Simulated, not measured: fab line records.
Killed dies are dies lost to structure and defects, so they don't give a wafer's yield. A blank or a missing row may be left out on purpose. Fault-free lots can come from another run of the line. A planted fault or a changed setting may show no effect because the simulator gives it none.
Split-lot study ; flow n5-finfet ; 21 wafers read from 7 lots, route of 1938 steps

== ABOUT THE SPLIT ==
At N5_BEOL_M1_TRENCH_ETCH_37 (etches SiOC in C4F6/O2, target depth 55.207 nm, time 29 s), the setting source-w was moved away from the recipe's 355 W on 9 of the 21 wafers read, by -14.6% to +17.2%. The other wafers ran this setting at the recipe's value.

The reading is taken at the split's own step.

== THE READING ==
rf-vpp-V, in V, at N5_BEOL_M1_TRENCH_ETCH_37 (etches SiOC in C4F6/O2, target depth 55.207 nm, time 29 s). Typical for fault-free wafers on this fab line: 672 V, with standard deviation 10 V.

wafer;tool, chamber at the split;source-w as run, W;against the recipe;rf-vpp-V, V;against lot-mates on the recipe
L074.3;rie-diel-02, 3;355;recipe;667;-
L074.4;rie-diel-02, 1;355;recipe;688;-
L074.6;rie-diel-02, 0;355;recipe;665;-
L077.2;rie-diel-06, 2;355;recipe;676;-
L077.3;rie-diel-06, 0;303.1;-14.6%;716;+40
L077.4;rie-diel-06, 1;303.1;-14.6%;716;+40
L076.2;rie-diel-05, 2;355;recipe;659;-
L076.3;rie-diel-05, 0;324.8;-8.5%;698;+39
L076.6;rie-diel-05, 1;324.8;-8.5%;700;+41
L078.1;rie-diel-02, 1;355;recipe;686;-
L078.2;rie-diel-02, 2;371.2;+4.6%;670;-16
L078.5;rie-diel-02, 2;355;recipe;685;-
L079.1;rie-diel-05, 3;355;recipe;672;-
L079.3;rie-diel-05, 1;415.9;+17.2%;618;-54
L079.5;rie-diel-05, 3;415.9;+17.2%;619;-53
L096.1;rie-diel-06, 3;355;recipe;689;-
L096.3;rie-diel-06, 2;386.3;+8.8%;648;-41
L096.6;rie-diel-06, 2;386.3;+8.8%;645;-44
L097.1;rie-diel-05, 2;355;recipe;658;-
L097.2;rie-diel-05, 0;355;recipe;668;-
L097.6;rie-diel-05, 2;355;recipe;658;-

THE FIT
A straight line over all 21 wafers: rf-vpp-V changes by -3.03 V for each +1% of source-w; r = -0.94; the points scatter about the line by 9.5 V.
The same after taking each lot's own level away (the mean of its wafers on the recipe; 21 wafers): -3.37 V for each +1%; r = -0.96; scatter 7.9 V.
Per that fit: largest source-w move, reading shift of 58 V.
Across the lots, their own levels run from 659.0 to 689.0 V, a range of 3.0 times the standard deviation given above.
The two slopes are in agreement: the lot-to-lot level therefore moves the slope only a little.
Check: for one of the wafers moved furthest among these (+17.2%), held out of the fit, the line's prediction against its lot-mates is -59.8 V. Against them it came out at -54 V.
Tool readings at the split's step, against how far the setting was moved: rf-vpp-V r = -0.94.

== OTHER SPLITS APPLIED TO THESE WAFERS ==
These wafers also went through other splits before the reading. Each is held against what the fit with the lots' levels taken away leaves over:
other split on the same wafers;wafers away from the commonest value;r with rf-vpp-V (lot level and that fit taken away)
N5_MOL_CONTACT_COAG_EXPOSE_05 dose-mj;6;+0.00
N5_BEOL_M0_SAQP_EXPOSE_37 dose-mj;5;+0.22
N5_BEOL_M0_SAQP_DESCUM_45 time-s;5;+0.28
N5_BEOL_M1_DESCUM_33 time-s;4;-0.17
N5_BEOL_M1_ALD_98 ald-cycles;10;-0.07

== FILE'S OWN FIT ==
rf-vpp-V changes by -3.37 V for each +1% of source-w, r = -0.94.
